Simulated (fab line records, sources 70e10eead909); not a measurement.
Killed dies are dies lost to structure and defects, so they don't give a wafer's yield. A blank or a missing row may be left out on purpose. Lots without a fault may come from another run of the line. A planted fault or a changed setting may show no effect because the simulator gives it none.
fab line records | flow nand_harc
record lots=24 wafers=72 last_day=34
route steps=1302 shown P_GATE@215 P_CONTACT@219 P_M0@268
lots that met no fault: from a run of the same line without faults
start_h: hours from the record's first day to the start of the lot's first wafer shown | wait_h: hours since the lot's step before | " the same as in the row above | L1.1+2: a row that stands for several wafers | - no value, or no start given | * or withheld: withheld | < > ~ a bound
route shown NAME@n: a module of which the file shows steps, and the number in the route of the first | usual: mean/standard deviation of fault-free wafers | same: alike in all rows | chamber/n: place in a boat | sites: the reading at each site | _std_site: their standard deviation | _edge_site: outer sites' mean less inner sites' | radius_mm: how far each site lies from the wafer's centre | mask NAME#n: copy n | behind: the tool/chamber that last shaped the wafer | hold: why the lot was held/for how many hours/how that ended | device: the transistor (n, p or np) that didn't switch | end of line: the same wafers' tests at the end of the route | a step without rows: its recipe alone | killed: dies lost to structure and defects at the first sort, not the wafer's yield | map: a wafer's dies, x killed, . not, _ none there
set.NAME: the setting as run; set.NAME@STEP: as run at that earlier step | model.NAME: the simulator's own value behind a step, which no gauge read
steps of the route over a sample of lots; a table a step, a row a wafer
services: from which hour (start_h, from the record's first day; less than 0 if before it) a tool's chamber was out of use, for how many hours, and why
## steps
# step NHARC_P_GATE_RTA_82
# recipe temp_c=450 time_s=30
# usual lamp_power_pct=3.9/0.64 wafer_temp_C_max=451.9/0.58
# columns lot.wafer tool chamber start_h wait_h lamp_power_pct wafer_temp_C_max
L074.1 rtp_anneal-01 0 123.98 - 4.6 453.0
L074.2 " 0 " " 4.6 452.6
L074.4 " 0 " " 4.6 452.9
L075.3 rtp_anneal-01 0 130.46 - 4.6 451.9
L075.5 " 0 " " 4.6 451.6
L075.6 " 0 " " 4.6 452.9
L076.4 rtp_anneal-02 0 139.91 - 3.3 451.8
L076.5 " 0 " " 3.3 451.1
L076.6 " 0 " " 3.3 451.4
L077.1 rtp_anneal-01 0 146.02 - 4.5 452.4
L077.2 " 0 " " 4.5 451.9
L077.3 " 0 " " 4.6 452.5
L078.1 rtp_anneal-02 0 156.22 - 3.3 451.9
L078.2 " 0 " " 3.3 452.2
L078.4 " 0 " " 3.3 451.6
L079.2 rtp_anneal-02 0 180.60 - 3.3 451.8
L079.5 " 0 " " 3.3 451.9
L079.6 " 0 " " 3.3 451.7
L080.3 rtp_anneal-02 0 192.23 - 3.3 451.4
L080.4 " 0 " " 3.3 451.4
L080.5 " 0 " " 3.3 451.6
L081.1 rtp_anneal-02 0 199.42 - 3.3 450.9
L081.3 " 0 " " 3.3 451.6
L081.5 " 0 " " 3.3 451.5
L082.1 rtp_anneal-01 0 202.39 - 4.6 452.1
L082.4 " 0 " " 4.6 452.4
L082.5 " 0 " " 4.6 453.4
L084.2 rtp_anneal-01 0 214.61 - 4.6 451.7
L084.5 " 0 " " 4.6 451.7
L084.6 " 0 " " 4.6 453.3
L083.2 rtp_anneal-02 0 215.31 - 3.3 451.2
L083.3 " 0 " " 3.3 451.7
L083.4 " 0 " " 3.3 451.9
L085.1 rtp_anneal-01 0 232.19 - 4.6 452.9
L085.2 " 0 " " 4.6 452.7
L085.4 " 0 " " 4.6 452.4
L086.1 rtp_anneal-01 0 239.74 - 4.6 452.5
L086.2 " 0 " " 4.6 451.4
L086.5 " 0 " " 4.6 452.7
L087.1 rtp_anneal-02 0 241.39 - 3.3 451.6
L087.4 " 0 " " 3.3 451.5
L087.6 " 0 " " 3.3 451.5
L088.4 rtp_anneal-02 0 265.35 - 3.3 450.9
L088.5 " 0 " " 3.3 451.8
L088.6 " 0 " " 3.3 451.3
L089.3 rtp_anneal-01 0 270.24 - 4.6 452.4
L089.4 " 0 " " 4.6 451.4
L089.6 " 0 " " 4.6 452.2
L090.1 rtp_anneal-02 0 282.48 - 3.3 451.4
L090.2 " 0 " " 3.3 451.3
L090.6 " 0 " " 3.3 451.9
L091.1 rtp_anneal-01 0 283.13 - 4.6 452.7
L091.2 " 0 " " 4.6 452.2
L091.3 " 0 " " 4.6 451.7
L092.1 rtp_anneal-02 0 295.33 - 3.3 451.5
L092.4 " 0 " " 3.3 451.4
L092.5 " 0 " " 3.3 451.5
L093.2 rtp_anneal-01 0 312.21 - 4.6 452.6
L093.3 " 0 " " 4.5 453.0
L093.4 " 0 " " 4.6 452.7
L094.2 rtp_anneal-02 0 316.28 - 3.3 451.6
L094.3 " 0 " " 3.3 452.2
L094.5 " 0 " " 3.3 451.2
L095.1 rtp_anneal-02 0 333.79 - 3.3 451.2
L095.3 " 0 " " 3.3 451.7
L095.6 " 0 " " 3.3 451.3
L096.2 rtp_anneal-02 0 336.05 - 3.3 451.2
L096.4 " 0 " " 3.3 451.6
L096.5 " 0 " " 3.3 451.6
L097.1 rtp_anneal-01 0 343.27 - 4.6 452.5
L097.3 " 0 " " 4.6 451.6
L097.4 " 0 " " 4.6 452.9
# step NHARC_P_CONTACT_CMP_01
# recipe target_thk_nm=200 material=SiO2
# usual motor_current_A=11.8/1
# columns lot.wafer tool chamber start_h wait_h motor_current_A
L074.2 cmp-02 3 124.98 - 11.3
L074.1 " 0 " " 12.2
L074.4 " 1 " " 9.8
L075.3 cmp-02 2 131.38 - 11.3
L075.5 " 2 " " 11.4
L075.6 " 3 " " 11.2
L076.4 cmp-02 2 141.10 0.4 11.5
L076.5 " 0 " " 13.0
L076.6 " 1 " " 10.6
L077.3 cmp-01 1 147.00 - 11.0
L077.1 " 2 " " 11.5
L077.2 " 3 " " 11.9
L078.4 cmp-04 1 157.19 - 12.5
L078.2 " 2 " " 14.2
L078.1 " 0 " " 11.4
L079.2 cmp-01 3 181.60 - 13.0
L079.5 " 1 " " 10.0
L079.6 " 2 " " 11.2
L080.4 cmp-01 1 193.17 - 10.4
L080.3 " 2 " " 11.0
L080.5 " 0 " " 12.4
L081.3 cmp-02 0 200.68 0.4 13.4
L081.1 " 2 " " 11.5
L081.5 " 0 " " 12.5
L082.4 cmp-02 2 203.42 - 11.7
L082.1 " 3 " " 10.9
L082.5 " 0 " " 12.4
L084.2 cmp-02 1 215.63 - 10.4
L084.5 " 2 " " 11.2
L084.6 " 3 " " 10.8
L083.4 cmp-04 1 216.40 - 13.2
L083.2 " 3 " " 11.7
L083.3 " 0 " " 12.1
L085.2 cmp-01 2 233.16 - 10.7
L085.1 " 0 " " 11.6
L085.4 " 1 " " 10.8
L086.2 cmp-02 0 240.75 - 12.9
L086.1 " 2 " " 11.0
L086.5 " 3 " " 11.4
L087.4 cmp-04 1 242.36 - 12.5
L087.1 " 2 " " 13.9
L087.6 " 1 " " 13.3
L088.4 cmp-01 1 266.23 - 10.7
L088.6 " 1 " " 10.3
L088.5 " 2 " " 11.3
L089.3 cmp-02 1 271.16 - 10.6
L089.4 " 0 " " 13.3
L089.6 " 2 " " 11.0
L090.2 cmp-02 3 283.45 - 11.2
L090.1 " 1 " " 10.2
L090.6 " 3 " " 11.2
L091.3 cmp-02 0 284.13 - 13.1
L091.2 " 1 " " 10.2
L091.1 " 2 " " 11.9
L092.1 cmp-04 1 296.34 - 13.0
L092.4 " 3 " " 11.8
L092.5 " 0 " " 12.3
L093.4 cmp-02 2 313.22 - 11.8
L093.3 " 3 " " 11.6
L093.2 " 1 " " 10.3
L094.2 cmp-04 3 317.28 - 12.7
L094.3 " 0 " " 12.3
L094.5 " 1 " " 12.7
L095.3 cmp-04 3 334.82 - 11.3
L095.1 " 0 " " 11.1
L095.6 " 1 " " 12.6
L096.4 cmp-02 1 337.05 - 10.1
L096.2 " 2 " " 11.6
L096.5 " 0 " " 12.1
L097.3 cmp-02 2 344.27 - 11.7
L097.4 " 3 " " 11.7
L097.1 " 0 " " 12.8
# step NHARC_P_CONTACT_STRIP_28
# recipe o2_flow_sccm=500 ar_flow_sccm=0 bias_w=0 chemistry=O2
# usual drypump_motor_current_A=5.8/0.39 mfc_ar_sccm=0.010/0.013 oes_product_au=1.001/0.0091 rf_vpp_V=58.0/0.86 showerhead_plenum_p_Torr=3.56/0.11 throttle_valve_pct=17.037/0.0092
# columns lot.wafer tool chamber start_h wait_h drypump_motor_current_A mfc_ar_sccm oes_product_au rf_hours_counter_h rf_vpp_V showerhead_plenum_p_Torr throttle_valve_pct
L074.2 rie_diel-07 2 126.95 0.1 6.1 0 0.982 0.0 57.7 3.56 17.036
L074.4 " 3 " " 6.5 0.014 0.999 0.0 58.2 3.58 17.038
L074.1 " 1 " " 5.8 0.027 0.998 0.0 57.8 3.41 17.028
L075.3 rie_diel-07 3 133.25 0.1 6.5 0.014 1.003 0.1 59.3 3.58 17.055
L075.5 " 1 " " 5.9 0.027 1.016 - 58.0 3.41 17.053
L075.6 " 2 " " 6.1 0 0.989 - 57.6 3.56 17.042
L076.4 rie_diel-07 2 143.02 0.1 6.1 0 1.000 0.4 57.8 3.56 17.050
L076.5 " 2 " " 6.1 0 1.000 - 57.5 3.56 17.051
L076.6 " 3 " " 6.5 0.014 1.013 - 58.2 3.58 17.028
L077.1 rie_diel-05 1 148.96 0.1 5.3 0 1.004 2.5 58.4 3.64 17.043
L077.3 " 3 " " 6.0 0 0.988 2.8 59.0 3.50 17.023
L077.2 " 0 " " 5.5 0.038 1.019 2.7 58.9 3.67 17.035
L078.1 rie_diel-07 2 159.15 0.1 6.1 0 0.994 1.2 58.4 3.56 17.030
L078.4 " 3 " " 6.5 0.014 0.988 1.0 57.0 3.58 17.041
L078.2 " 1 " " 5.9 0.027 1.000 1.1 57.4 3.41 17.045
L079.2 rie_diel-05 1 183.52 0.1 5.2 0 1.005 3.2 56.9 3.64 17.029
L079.6 " 0 " " 5.5 0.038 1.000 - 59.3 3.67 17.032
L079.5 " 1 " " 5.2 0 1.000 - 57.5 3.64 17.046
L080.3 rie_diel-05 3 195.11 0.1 5.9 0 0.990 3.8 57.5 3.50 17.023
L080.4 " 1 " " 5.2 0 1.004 3.4 57.5 3.64 17.052
L080.5 " 3 " " 5.9 0 0.989 - 57.5 3.50 17.032
L081.1 rie_diel-01 2 202.62 0.1 6.2 0 0.989 8.7 57.0 3.30 17.038
L081.3 " 3 " " 5.9 0 1.001 8.5 57.2 3.53 17.045
L081.5 " 2 " " 6.2 0 0.985 - 57.4 3.30 17.043
L082.1 rie_diel-05 1 205.39 0.1 5.2 0 1.008 3.6 57.9 3.64 17.034
L082.4 " 2 " " 5.5 0.014 1.004 - 57.4 3.78 17.047
L082.5 " 1 " " 5.2 0 0.989 - 58.0 3.64 17.049
L084.2 rie_diel-07 2 217.51 0.1 6.1 0 1.011 3.1 57.9 3.56 17.036
L084.6 " 2 " " 6.1 0 1.004 - 59.9 3.56 17.034
L084.5 " 3 " " 6.5 0.014 1.008 - 58.1 3.58 17.034
L083.3 rie_diel-07 2 218.25 0.1 6.1 0 1.009 3.1 57.2 3.56 17.032
L083.2 " 3 " " 6.5 0.014 1.007 2.8 58.9 3.58 17.043
L083.4 " 0 " " 5.8 0.018 1.006 2.5 58.3 3.42 17.033
L085.4 rie_diel-01 1 235.13 0.1 5.3 0 0.994 1.3 58.0 3.55 17.047
L085.1 " 2 " " 6.2 0 0.977 1.5 57.2 3.30 17.037
L085.2 " 3 " " 5.9 0 1.002 1.3 56.9 3.53 17.043
L086.2 rie_diel-07 3 242.71 0.1 6.5 0.014 1.003 3.7 60.0 3.58 17.034
L086.1 " 0 " " 5.8 0.018 1.002 3.3 57.8 3.42 17.032
L086.5 " 1 " " 5.9 0.027 1.006 - 59.1 3.41 17.042
L087.1 rie_diel-05 0 244.20 0.1 5.5 0.038 0.992 0.5 58.1 3.67 17.023
L087.4 " 1 " " 5.2 0 1.010 0.8 57.3 3.64 17.050
L087.6 " 1 " " 5.2 0 1.010 - 58.8 3.64 17.055
L088.5 rie_diel-05 3 268.13 0.1 6.0 0 0.991 - 57.8 3.50 17.027
L088.4 " 0 " " 5.5 0.038 1.001 - 58.6 3.67 17.033
L088.6 " 1 " " 5.2 0 1.004 - 58.0 3.64 17.032
L089.3 rie_diel-01 0 273.60 0.1 6.0 0.008 1.000 2.7 57.6 3.59 17.046
L089.4 " 1 " " 5.2 0 1.007 - 57.9 3.55 17.059
L089.6 " 0 " " 6.1 0.008 1.007 - 59.3 3.59 17.042
L090.1 rie_diel-05 2 285.44 0.1 5.5 0.014 1.002 1.5 59.1 3.78 17.031
L090.2 " 3 " " 6.0 0 1.001 1.7 58.1 3.50 17.039
L090.6 " 0 " " 5.5 0.038 1.002 - 58.0 3.67 17.044
L091.3 rie_diel-05 2 285.96 0.1 5.4 0.014 1.009 1.5 58.9 3.78 17.032
L091.1 " 3 " " 6.0 0 1.002 1.7 60.6 3.50 17.033
L091.2 " 1 " " 5.2 0 0.998 1.5 58.3 3.64 17.042
L092.4 rie_diel-01 3 298.18 0.1 6.0 0 1.006 4.0 57.5 3.52 17.034
L092.1 " 0 " " 6.1 0.008 1.005 4.0 57.5 3.58 17.043
L092.5 " 1 " " 5.3 0 0.993 - 57.9 3.55 17.029
L093.3 rie_diel-01 0 315.19 0.1 6.1 0.008 1.029 4.5 58.3 3.58 17.026
L093.4 " 1 " " 5.3 0 1.004 4.8 57.8 3.55 17.042
L093.2 " 2 " " 6.2 0 1.002 4.7 56.8 3.30 17.037
L094.3 rie_diel-05 1 319.19 0.1 5.2 0 1.010 2.2 58.3 3.64 17.046
L094.2 " 0 " " 5.5 0.038 1.008 2.4 57.8 3.67 17.039
L094.5 " 2 " " 5.4 0.014 1.000 - 57.6 3.78 17.033
L095.1 rie_diel-01 1 337.25 0.1 5.2 0 0.993 6.3 57.2 3.55 17.027
L095.3 " 3 " " 5.9 0 0.992 6.6 57.8 3.52 17.044
L095.6 " 1 " " 5.2 0 0.992 - 59.3 3.55 17.050
L096.2 rie_diel-01 0 338.96 0.1 6.1 0.008 1.020 6.4 56.1 3.58 17.031
L096.4 " 2 " " 6.2 0 0.988 6.4 57.4 3.30 17.057
L096.5 " 1 " " 5.3 0 0.998 - 57.7 3.55 17.024
L097.4 rie_diel-07 1 346.09 0.1 5.8 0.027 1.009 0.3 58.2 3.41 17.026
L097.1 " 2 " " 6.1 0 0.977 0.4 58.2 3.56 17.046
L097.3 " 0 " " 5.8 0.018 1.005 0.4 57.0 3.42 17.029
# step NHARC_P_M0_ETCH_15
# recipe target_depth_a=1500 overetch_a=150 time_s=82.5 c4f8_flow_sccm=withheld ar_flow_sccm=400 rf_w=600 bias_w=300 chemistry=C4F8/Ar
# usual oes_product_au=0.955/0.022 rf_vpp_V=440.1/1.6
# columns lot.wafer tool chamber start_h wait_h oes_product_au rf_hours_counter_h rf_vpp_V
L074.1 rie_diel-03 3 - - 0.986 4 441.9
L074.4 " 0 " " 0.977 4 442.4
L074.2 " 1 " " 0.965 4 437.4
L075.3 rie_diel-08 0 - - 0.979 19 438.6
L075.6 " 2 " " 0.950 - 439.5
L075.5 " 3 " " 0.986 - 440.9
L076.4 rie_diel-08 1 - - 0.932 24 439.3
L076.6 " 1 " " 0.929 - 441.0
L076.5 " 2 " " 0.919 - 440.6
L077.3 rie_diel-08 1 - - 0.968 25 440.1
L077.1 " 2 " " 0.978 20 440.5
L077.2 " 3 " " 0.985 21 440.0
L078.1 rie_diel-08 3 - - 0.982 22 437.8
L078.2 " 0 " " 0.967 23 439.4
L078.4 " 1 " " 0.958 27 439.7
L079.2 rie_diel-08 1 - - 0.985 28 439.7
L079.6 " 3 " " 0.962 - 439.2
L079.5 " 0 " " 0.985 - 438.8
L080.3 rie_diel-03 0 - - 0.964 25 441.5
L080.4 " 1 " " 0.969 22 436.7
L080.5 " 0 " " 0.976 - 440.7
L081.1 rie_diel-08 1 - - 0.964 1 439.4
L081.3 " 3 " " 0.960 1 440.7
L081.5 " 1 " " 0.960 - 439.5
L082.1 rie_diel-02 2 - - 0.923 34 441.2
L082.4 " 1 " " 0.911 47 436.3
L082.5 " 2 " " 0.924 - 440.3
L084.2 rie_diel-08 0 - - 0.944 6 440.0
L084.5 " 1 " " 0.946 - 438.9
L084.6 " 2 " " 0.970 - 440.9
L083.4 rie_diel-08 2 - - 0.952 4 439.5
L083.2 " 3 " " 0.954 5 439.9
L083.3 " 0 " " 0.935 7 440.7
L085.4 rie_diel-08 1 - - 0.941 10 439.9
L085.2 " 2 " " 0.951 7 439.2
L085.1 " 0 " " 0.969 10 439.7
L086.1 rie_diel-08 0 - - 0.979 12 440.8
L086.2 " 2 " " 0.954 9 439.8
L086.5 " 3 " " 0.956 - 439.2
L087.1 rie_diel-08 3 - - 0.974 10 438.8
L087.4 " 1 " " 0.968 11 439.4
L087.6 " 2 " " 0.962 - 438.4
L088.6 rie_diel-08 0 - - 0.961 - 437.9
L088.4 " 2 " " 0.957 - 441.2
L088.5 " 3 " " 0.972 - 440.1
L089.4 rie_diel-08 3 - - 0.948 16 437.9
L089.3 " 0 " " 0.957 17 439.5
L089.6 " 2 " " 0.951 - 440.6
L090.1 rie_diel-02 2 - - 0.977 21 442.0
L090.2 " 3 " " 0.986 23 439.3
L090.6 " 1 " " 0.959 - 446.0
L091.2 rie_diel-08 2 - - 0.959 14 440.1
L091.3 " 0 " " 0.971 19 440.0
L091.1 " 1 " " 0.951 16 440.5
L092.1 rie_diel-08 2 - - 0.953 18 439.8
L092.4 " 3 " " 0.919 17 439.2
L092.5 " 3 " " 0.926 - 439.6
L093.4 rie_diel-08 0 - - 0.973 25 438.4
L093.2 " 1 " " 0.973 21 439.0
L093.3 " 2 " " 0.958 21 440.3
L094.2 rie_diel-02 0 - - 0.910 36 441.5
L094.3 " 1 " " 0.908 34 445.0
L094.5 " 2 " " 0.915 - 441.1
L095.3 rie_diel-08 3 - - 0.979 25 438.1
L095.1 " 0 " " 0.967 29 439.4
L095.6 " 0 " " 0.960 - 441.1
L096.4 rie_diel-03 2 - - 0.967 15 440.5
L096.2 " 0 " " 0.943 14 440.4
L096.5 " 2 " " 0.972 - 440.6
L097.3 rie_diel-02 0 - - 0.915 40 443.4
L097.4 " 2 " " 0.919 37 441.6
L097.1 " 3 " " 0.931 37 438.8
# step NHARC_P_M0_PRE_CLEAN_29
# recipe time_s=30 temp_c=280 gas=H2/He
# usual heater_power_w=415/35
# columns lot.wafer tool chamber start_h wait_h heater_power_w
L074.2 pvd_sputter-02 - - - 382
L074.4 " - " " 464
L074.1 " - " " 450
L075.3 pvd_sputter-01 - - - 388
L075.6 " - " " 435
L075.5 " - " " 401
L076.4 pvd_sputter-01 - - - 392
L076.6 " - " " 460
L076.5 " - " " 443
L077.2 pvd_sputter-03 - - - 419
L077.1 " - " " 402
L077.3 " - " " 423
L078.4 pvd_sputter-01 - - - 404
L078.1 " - " " 333
L078.2 " - " " 454
L079.2 pvd_sputter-03 - - - 434
L079.6 " - " " 434
L079.5 " - " " 432
L080.3 pvd_sputter-02 - - - 431
L080.4 " - " " 455
L080.5 " - " " 385
L081.1 pvd_sputter-01 - - - 392
L081.3 " - " " 340
L081.5 " - " " 393
L082.4 pvd_sputter-01 - - - 447
L082.1 " - " " 390
L082.5 " - " " 335
L084.2 pvd_sputter-03 - - - 422
L084.6 " - " " 377
L084.5 " - " " 432
L083.2 pvd_sputter-01 - - - 406
L083.3 " - " " 457
L083.4 " - " " 453
L085.2 pvd_sputter-01 - - - 398
L085.4 " - " " 357
L085.1 " - " " 436
L086.2 pvd_sputter-02 - - - 380
L086.1 " - " " 439
L086.5 " - " " 390
L087.4 pvd_sputter-02 - - - 381
L087.1 " - " " 477
L087.6 " - " " 442
L088.4 pvd_sputter-03 - - - 425
L088.5 " - " " 441
L088.6 " - " " 397
L089.4 pvd_sputter-03 - - - 420
L089.3 " - " " 443
L089.6 " - " " 413
L090.1 pvd_sputter-03 - - - 417
L090.2 " - " " 420
L090.6 " - " " 453
L091.3 pvd_sputter-01 - - - 423
L091.1 " - " " 394
L091.2 " - " " 441
L092.4 pvd_sputter-02 - - - 413
L092.1 " - " " 450
L092.5 " - " " 444
L093.3 pvd_sputter-01 - - - 389
L093.2 " - " " 352
L093.4 " - " " 440
L094.2 pvd_sputter-02 - - - 450
L094.3 " - " " 432
L094.5 " - " " 388
L095.1 pvd_sputter-01 - - - 393
L095.3 " - " " 353
L095.6 " - " " 449
L096.2 pvd_sputter-02 - - - 443
L096.4 " - " " 379
L096.5 " - " " 434
L097.1 pvd_sputter-02 - - - 450
L097.3 " - " " 388
L097.4 " - " " 413
# step NHARC_P_M0_DEP_32
# recipe target_thk_a=300 temp_c=370 target_thk_nm=30 pressure_torr=3 flow_sccm=200 rf_w=450 material=SiCN
# usual heater_power_w=580/78
# columns lot.wafer tool chamber start_h wait_h heater_power_w
L074.1 pecvd-02 0 132.93 0.1 596
L074.2 " 2 " " 594
L074.4 " 1 " " 524
L075.3 pecvd-02 1 139.27 0.2 529
L075.6 " 1 " " 553
L075.5 " 2 " " 547
L076.6 pecvd-01 2 148.96 0.2 505
L076.5 " 0 " " 545
L076.4 " 1 " " 795
L077.3 pecvd-04 2 154.68 0.1 613
L077.2 " 0 " " 624
L077.1 " 1 " " 567
L078.2 pecvd-04 0 164.99 0.1 639
L078.1 " 1 " " 508
L078.4 " 2 " " 604
L079.2 pecvd-04 1 189.43 0.1 561
L079.5 " 1 " " 576
L079.6 " 0 " " 686
L080.3 pecvd-01 0 202.09 0.1 498
L080.4 " 0 " " 489
L080.5 " 1 " " 740
L081.3 pecvd-04 0 208.36 0.1 722
L081.1 " 1 " " 493
L081.5 " 1 " " 482
L082.1 pecvd-02 2 211.14 0.1 533
L082.5 " 1 " " 545
L082.4 " 2 " " 526
L084.2 pecvd-02 0 223.53 0.1 593
L084.5 " 0 " " 581
L084.6 " 2 " " 479
L083.2 pecvd-01 1 224.65 0.1 792
L083.3 " 2 " " 576
L083.4 " 0 " " 518
L085.1 pecvd-02 1 241.00 0.1 550
L085.2 " 2 " " 597
L085.4 " 0 " " 522
L086.2 pecvd-04 1 248.52 0.1 546
L086.1 " 2 " " 545
L086.5 " 1 " " 540
L087.1 pecvd-02 1 250.08 0.1 464
L087.4 " 1 " " 463
L087.6 " 0 " " 572
L088.5 pecvd-02 1 274.24 0.2 536
L088.6 " 2 " " 626
L088.4 " 0 " " 557
L089.3 pecvd-01 0 279.53 0.1 468
L089.6 " 0 " " 480
L089.4 " 1 " " 753
L090.2 pecvd-02 0 291.31 0.1 555
L090.1 " 1 " " 496
L090.6 " 2 " " 610
L091.2 pecvd-02 2 291.97 0.1 576
L091.3 " 0 " " 565
L091.1 " 1 " " 510
L092.1 pecvd-04 1 304.10 0.1 553
L092.4 " 2 " " 671
L092.5 " 0 " " 730
L093.2 pecvd-02 1 321.03 0.1 571
L093.3 " 2 " " 619
L093.4 " 0 " " 598
L094.3 pecvd-02 1 325.02 0.1 563
L094.2 " 2 " " 496
L094.5 " 2 " " 503
L095.3 pecvd-01 0 342.98 0.1 560
L095.1 " 1 " " 658
L095.6 " 1 " " 658
L096.2 pecvd-02 2 344.76 0.1 575
L096.5 " 0 " " 620
L096.4 " 1 " " 540
L097.1 pecvd-01 1 352.27 0.1 780
L097.3 " 0 " " 512
L097.4 " 0 " " 523
## services
# columns tool chamber start_h hours kind
cmp-02 - 102.37 1.1 repair
rie_diel-08 - 106.50 0.2 repair
cmp-02 - 107.13 3.0 repair
rie_diel-05 0 108.39 5.6 repair
pecvd-02 0 133.58 9.3 repair
cmp-02 - 134.50 4.0 pm
pvd_sputter-01 - 161.79 0.6 repair
pecvd-02 0 183.52 20.4 repair
rie_diel-08 - 190.80 9.0 pm
rie_diel-05 3 199.70 7.9 repair
rie_diel-05 0 212.49 5.1 repair
rie_diel-05 - 213.32 3.8 repair
cmp-02 - 216.31 1.5 repair
pecvd-02 - 227.00 13.0 pm
cmp-02 - 228.06 1.0 repair
cmp-02 - 232.56 4.0 pm
cmp-02 - 241.99 0.9 repair
pecvd-02 - 245.64 1.5 repair
rie_diel-08 2 260.28 2.6 repair
cmp-02 - 272.75 1.3 repair
rie_diel-08 3 288.38 12.3 repair
cmp-02 - 314.87 0.3 repair
cmp-02 - 330.56 4.0 pm
rie_diel-08 0 351.71 12.3 repair
## key
fault none
